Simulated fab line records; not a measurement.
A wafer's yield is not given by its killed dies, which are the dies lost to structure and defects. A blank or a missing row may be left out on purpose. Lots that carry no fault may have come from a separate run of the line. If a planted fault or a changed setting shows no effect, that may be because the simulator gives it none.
Chamber matching || flow nand-harc || NHARC_A_CHANNEL_FILL_D1_ALD_02 on ald-hk-03 has 4 sister chambers
The step deposits SiO2, target thk 6 nm, pulse time 10 s, ald cycles 60. 8 wafers are shown with their chamber, then 7 later ones without.

WAFERS WITH THEIR CHAMBER
{"wafer": "L083.2", "chamber": 0, "heater-power-w (W)": 316, "precursor-pulse-height-rel": 1.018}
{"wafer": "L082.2", "chamber": 3, "heater-power-w (W)": 455, "precursor-pulse-height-rel": 1.006}
{"wafer": "L082.3", "chamber": 2, "heater-power-w (W)": 489, "precursor-pulse-height-rel": 1.030}
{"wafer": "L088.1", "chamber": 0, "heater-power-w (W)": 319, "precursor-pulse-height-rel": 0.990}
{"wafer": "L088.2", "chamber": 1, "heater-power-w (W)": 439, "precursor-pulse-height-rel": 1.038}
{"wafer": "L088.4", "chamber": 3, "heater-power-w (W)": 465, "precursor-pulse-height-rel": 1.011}
{"wafer": "L093.1", "chamber": 2, "heater-power-w (W)": 504, "precursor-pulse-height-rel": 0.967}
{"wafer": "L093.4", "chamber": 1, "heater-power-w (W)": 451, "precursor-pulse-height-rel": 1.014}

WAFERS WHOSE CHAMBER IS MISSING
{"wafer": "L093.5", "heater-power-w (W)": 328, "precursor-pulse-height-rel": 1.008}
{"wafer": "L095.2", "heater-power-w (W)": 454, "precursor-pulse-height-rel": 0.963}
{"wafer": "L095.5", "heater-power-w (W)": 327, "precursor-pulse-height-rel": 1.016}
{"wafer": "L095.6", "heater-power-w (W)": 438, "precursor-pulse-height-rel": 1.001}
{"wafer": "L094.2", "heater-power-w (W)": 453, "precursor-pulse-height-rel": 0.949}
{"wafer": "L094.4", "heater-power-w (W)": 460, "precursor-pulse-height-rel": 0.994}
{"wafer": "L094.6", "heater-power-w (W)": 503, "precursor-pulse-height-rel": 0.991}

WHICH CHAMBER EACH ONE RAN IN
{"wafer": "L093.5", "from the rows above": 0, "in truth": 0}
{"wafer": "L095.2", "from the rows above": "can't be placed: 3 or 1", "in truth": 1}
{"wafer": "L095.5", "from the rows above": 0, "in truth": 0}
{"wafer": "L095.6", "from the rows above": "can't be placed: 1 or 3", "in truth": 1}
{"wafer": "L094.2", "from the rows above": "can't be placed: 3 or 1", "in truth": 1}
{"wafer": "L094.4", "from the rows above": "can't be placed: 3 or 1", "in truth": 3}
{"wafer": "L094.6", "from the rows above": 2, "in truth": 2}
Placed correctly: 3 of 7. Cannot be placed on the basis of these rows: 4; the candidates contain the true chamber in 4. Number placed wrongly: 0.
How it was worked out, from the rows above alone: a wafer's distance from a chamber is the root of the sum, over the readings, of the square of ((its reading less the chamber's mean) divided by the reading's scatter). The wafer belongs to the nearest chamber; if the next one is less than 2 further off, it can't be placed. A chamber's mean is the mean of its shown wafers. The scatter is the square root of a quotient: the sum, over the shown wafers, of each reading's squared deviation from its chamber's mean, divided by wafers minus chambers.
